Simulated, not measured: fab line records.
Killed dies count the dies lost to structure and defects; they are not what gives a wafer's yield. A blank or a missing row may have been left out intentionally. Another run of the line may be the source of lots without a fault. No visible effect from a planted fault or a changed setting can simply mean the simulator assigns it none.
Comparing a struck lot with a sound one | flow nand harc | 20 out of 1302 route steps
Sound: wafers L125.1, L125.3, L125.4. The struck wafers were L136.2, L136.4, L136.5. Last of all comes the cause.
Per side, at each step with rows, come the tool, then ch with its chambers, and then its first start. Under that, the readings that differ: sound wafers | struck wafers | difference of the means | sigmas: that difference in standard deviations of wafers without a fault.
alike: a reading whose means differ by less than 2 such deviations, as well as words and numbers matching on both sides. not compared: withheld readings; readings where some wafer has no value; bounds like >300 that might hide an equal value; numbers whose values overlap and for which the record gives no deviation.
A row with sigmas, a row that says differs or no value, or rows on one side alone: a step with any of these is where the two part. Numbers that don't overlap but have no deviation are shown without sigmas and don't part them. A reading that every wafer of one side lacks parts them only if that side has two wafers or more.

NHARC_P_GATE_ALD_36: deposits SiNx, target thk 20 nm, pulse time 60 s, ald cycles 223.
  sound on ald sin-03 ch 0,2,3, day 5 06:58; struck on ald sin-03 ch 2,3, day 10 00:54
  alike: heater power w, precursor pulse height rel
NHARC_P_GATE_ETCHBACK_37: etches the open film in CHF3/O2, target depth 34.5 nm, time 17.2 s.
  sound on rie diel-02 ch 0,1,2; struck on rie diel-11 ch 0,3
  reading               | sound          | struck         | difference | sigmas
  oes product au (a.u.) | 0.95 0.94 0.94 | 1.01 1.01 1.00 | +0.06      | +2
  alike: drypump motor current A, rf vpp V, showerhead plenum p Torr, throttle valve pct
  not compared: rf hours counter h
NHARC_P_GATE_STRIP_101: strips in O2, time 20 s.
  sound on rie diel-02 ch 0,2,3, day 5 16:35; struck on rie diel-11 ch 0,3, day 10 10:32
  reading                | sound                | struck               | difference | sigmas
  throttle valve pct (%) | 17.037 17.039 17.048 | 17.031 17.025 17.009 | -0.020     | -2
  alike: drypump motor current A, oes product au, rf vpp V, showerhead plenum p Torr
  not compared: rf hours counter h
then, 9 steps without rows for these wafers: NHARC_P_GATE_PRECLEAN_97 (cleans in SPM, time 600 s); NHARC_P_GATE_SRD_98; NHARC_P_GATE_PRECLEAN_99 (cleans in SC1); NHARC_P_GATE_SRD_100; NHARC_P_GATE_DEHYDRATE_38 (time 120 s); NHARC_P_GATE_HMDS_39 (time 30 s); NHARC_P_GATE_COAT_40; NHARC_P_GATE_SOFTBAKE_41 (time 95 s); NHARC_P_GATE_EBR_42.
NHARC_P_GATE_EXPOSE_43: exposes mask P NSD, target cd 720 nm.
  sound on krf scanner-01 ch 0, day 5 17:22; struck on krf scanner-01 ch 0, day 10 11:17
  reading | sound                   | struck                           | difference | sigmas
  mask    | P_NSD#0 P_NSD#0 P_NSD#0 | P_NSD_R1#0 P_NSD_R1#0 P_NSD_R1#0 | differs    |
  alike: exposure dose mJ cm2, reticle temp C
then, 2 steps without rows for these wafers: NHARC_P_GATE_PEB_44 (peb time 85 s); NHARC_P_GATE_DEVELOP_45 (time 70 s).
NHARC_P_GATE_CD_MEAS_46: target cd 720 nm.
  sound on cd sem-03 ch 0, day 5 17:31; struck on cd sem-03 ch 0, day 10 11:27
  reading    | sound             | struck            | difference | sigmas
  cd nm (nm) | 717.9 718.1 719.7 | 622.3 620.3 620.5 | -97.5      | -51
then, 1 step without rows for these wafers: NHARC_P_GATE_HARDBAKE_47 (time 80 s).
NHARC_P_GATE_DESCUM_48: chemistry O2, time 3 s.
  sound on rie diel-02 ch 0,1,2, day 5 17:41; struck on rie diel-11 ch 0,1,3, day 10 11:37
  reading                 | sound             | struck            | difference | sigmas
  model.P_GATE.cd nm (nm) | 717.8 718.1 719.3 | 622.4 621.2 620.3 | -97.1      |
  alike: drypump motor current A, oes product au, rf vpp V, showerhead plenum p Torr, throttle valve pct
  not compared: rf hours counter h
next, for these wafers, 1 step has no rows: NHARC_P_GATE_IMPLANT_49.
-- jump in the record: it breaks off in module P_GATE and resumes in module END (first step shown: number 1302 of the route), and 19 days separate the struck wafers' starts before and after --
NHARC_END_SORT_01:
  at this point the record logs the struck wafers (prober-01 ch 0, day 29 08:12) and has no rows for the sound ones

## WHERE THEY PART
Earliest at NHARC_P_GATE_ETCHBACK_37; latest, in this record, at NHARC_END_SORT_01.

WHY: what had been put in by the simulator
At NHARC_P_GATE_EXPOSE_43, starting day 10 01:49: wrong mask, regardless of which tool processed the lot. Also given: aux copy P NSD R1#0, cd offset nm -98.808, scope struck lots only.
